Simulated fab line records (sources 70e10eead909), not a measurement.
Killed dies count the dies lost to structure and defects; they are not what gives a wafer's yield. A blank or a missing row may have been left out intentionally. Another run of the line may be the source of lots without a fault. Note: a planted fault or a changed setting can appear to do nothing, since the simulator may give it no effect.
Commonality check across tools	flow nandHarc	Lots sampled 11, wafers sampled 33

## WHAT PROMPTED THE OPENING
Flagged at NHARC_P_GATE_CD_MEAS_91: reading cdNm, on 1 of 11 lots. Wafers without a fault read 1999.7 nm, standard deviation 1.8.
Rule: a lot is flagged in two cases, either no wafer of it has a number, or all its wafers with numbers fall more than 4 standard deviations from that mean. All remaining lots are regarded as sound.

lot	measured	on	cdNm (nm), wafer by wafer	flag
L383	day 5 17:50	cdSem-02	1998.6 1995.5 1998.3	
L384	day 6 03:32	cdSem-02	2003.5 2001.9 2001.9	
L388	day 7 12:45	cdSem-03	1995.6 1999.6 1999.4	
L387	day 7 13:11	cdSem-02	2000.5 2003.6 2001.2	
L389	day 8 04:13	cdSem-01	1999.5 1998.7 1997.2	
L395	day 10 23:47	cdSem-02	1981.2 1981.0 1983.2	FLAGGED
L397	day 11 20:26	cdSem-03	1999.7 1998.8 2001.0	
L398	day 11 21:16	cdSem-03	1999.6 2000.4 2003.0	
L404	day 14 14:08	cdSem-02	1998.8 1998.7 1998.6	
L405	day 14 18:52	cdSem-01	1998.3 1998.5 2000.3	
L406	day 15 13:11	cdSem-02	2001.3 1999.3 1999.9	
On average the flagged lots' numbers are 1981.8 nm, which is -17.9 nm against the usual, or -10 standard deviations.

## TOOL THAT RAN EACH LOT
3 process steps preceding the reading are held in the record, out of 1302 steps in the route. In each cell: the tool, then ch and the chambers that the sampled wafers went through, then the start.
lot	flag	NHARC_P_GATE_DESCUM_48	NHARC_P_GATE_DESCUM_61	NHARC_P_GATE_EXPOSE_88
L383		rieDiel-01 ch 0,3, day 5 14:30	rieDiel-04 ch 1,2,3, day 5 16:17	krfScanner-03 ch 0, day 5 17:41
L384		rieDiel-04 ch 0,2,3, day 6 00:20	rieDiel-01 ch 1,2, day 6 02:08	krfScanner-03 ch 0, day 6 03:23
L388		rieDiel-01 ch 0,2, day 7 09:42	rieDiel-08 ch 1,3, day 7 11:20	krfScanner-03 ch 0, day 7 12:36
L387		rieDiel-04 ch 1,2,3, day 7 09:54	rieDiel-08 ch 0,1,3, day 7 11:41	krfScanner-01 ch 0, day 7 13:02
L389		rieDiel-04 ch 0,1,3, day 8 00:56	rieDiel-01 ch 0,2,3, day 8 02:41	krfScanner-03 ch 0, day 8 04:03
L395	FLAGGED	rieDiel-04 ch 0,3, day 10 20:29	rieDiel-08 ch 0,1,2, day 10 22:15	krfScanner-01 ch 0, day 10 23:38
L397		rieDiel-01 ch 1,2, day 11 17:15	rieDiel-04 ch 1,2, day 11 18:52	krfScanner-01 ch 0, day 11 20:16
L398		rieDiel-04 ch 0,2,3, day 11 17:58	rieDiel-08 ch 1,2,3, day 11 19:43	krfScanner-04 ch 0, day 11 21:07
L404		rieDiel-08 ch 0,1,2, day 14 10:50	rieDiel-08 ch 0,2, day 14 12:35	krfScanner-03 ch 0, day 14 13:59
L405		rieDiel-08 ch 0,2,3, day 14 15:41	rieDiel-08 ch 0,2,3, day 14 17:20	krfScanner-04 ch 0, day 14 18:43
L406		rieDiel-08 ch 0,3, day 15 09:49	rieDiel-04 ch 1,2,3, day 15 11:40	krfScanner-01 ch 0, day 15 13:02
These steps, and what they do:
- NHARC_P_GATE_DESCUM_48: chemistry O2, time 3 s.
- NHARC_P_GATE_DESCUM_61: chemistry O2, time 3 s.
- NHARC_P_GATE_EXPOSE_88: exposes mask P HVN, target cd 2000 nm.
- NHARC_P_GATE_CD_MEAS_91: target cd 2000 nm.

## FLAGGED AGAINST TOTAL, ONE TOOL AT A TIME (gauges that did the reading follow at the end)
step	tool	lots run	flagged	share of the flagged lots	sound lots run after its first flagged lot
NHARC_P_GATE_DESCUM_48	rieDiel-01	3	0	none	-
NHARC_P_GATE_DESCUM_48	rieDiel-04	5	1	all	1 (L398)
NHARC_P_GATE_DESCUM_48	rieDiel-08	3	0	none	-
NHARC_P_GATE_DESCUM_61	rieDiel-01	2	0	none	-
NHARC_P_GATE_DESCUM_61	rieDiel-04	3	0	none	-
NHARC_P_GATE_DESCUM_61	rieDiel-08	6	1	all	3 (L398,L404,L405)
NHARC_P_GATE_EXPOSE_88	krfScanner-01	4	1	all	2 (L397,L406)
NHARC_P_GATE_EXPOSE_88	krfScanner-03	5	0	none	-
NHARC_P_GATE_EXPOSE_88	krfScanner-04	2	0	none	-
NHARC_P_GATE_CD_MEAS_91	cdSem-01	2	0	none	-
NHARC_P_GATE_CD_MEAS_91	cdSem-02	6	1	all	2 (L404,L406)
NHARC_P_GATE_CD_MEAS_91	cdSem-03	3	0	none	-

## WHAT THE TABLE ALLOWS
4 rows of the table ran every flagged lot: rieDiel-04 at NHARC_P_GATE_DESCUM_48, rieDiel-08 at NHARC_P_GATE_DESCUM_61, krfScanner-01 at NHARC_P_GATE_EXPOSE_88, cdSem-02 at NHARC_P_GATE_CD_MEAS_91.
- rieDiel-04 at NHARC_P_GATE_DESCUM_48 ran 5 lots, 1 of them flagged. Sound lots ran on it after the first flagged one (L398), which a lasting fault on the whole tool wouldn't allow.
- rieDiel-08 at NHARC_P_GATE_DESCUM_61 ran 6 lots, 1 of them flagged. Sound lots ran on it after the first flagged one (L398, L404, L405), which a lasting fault on the whole tool wouldn't allow.
- krfScanner-01 at NHARC_P_GATE_EXPOSE_88 ran 4 lots, 1 of them flagged. Sound lots ran on it after the first flagged one (L397, L406), which a lasting fault on the whole tool wouldn't allow.
- cdSem-02 at NHARC_P_GATE_CD_MEAS_91 ran 6 lots, 1 of them flagged. Sound lots ran on it after the first flagged one (L404, L406), which a lasting fault on the whole tool wouldn't allow.
Every row of the table either missed a flagged lot or ran a sound lot after the first.

## WHAT THE SIMULATOR HAD INSERTED
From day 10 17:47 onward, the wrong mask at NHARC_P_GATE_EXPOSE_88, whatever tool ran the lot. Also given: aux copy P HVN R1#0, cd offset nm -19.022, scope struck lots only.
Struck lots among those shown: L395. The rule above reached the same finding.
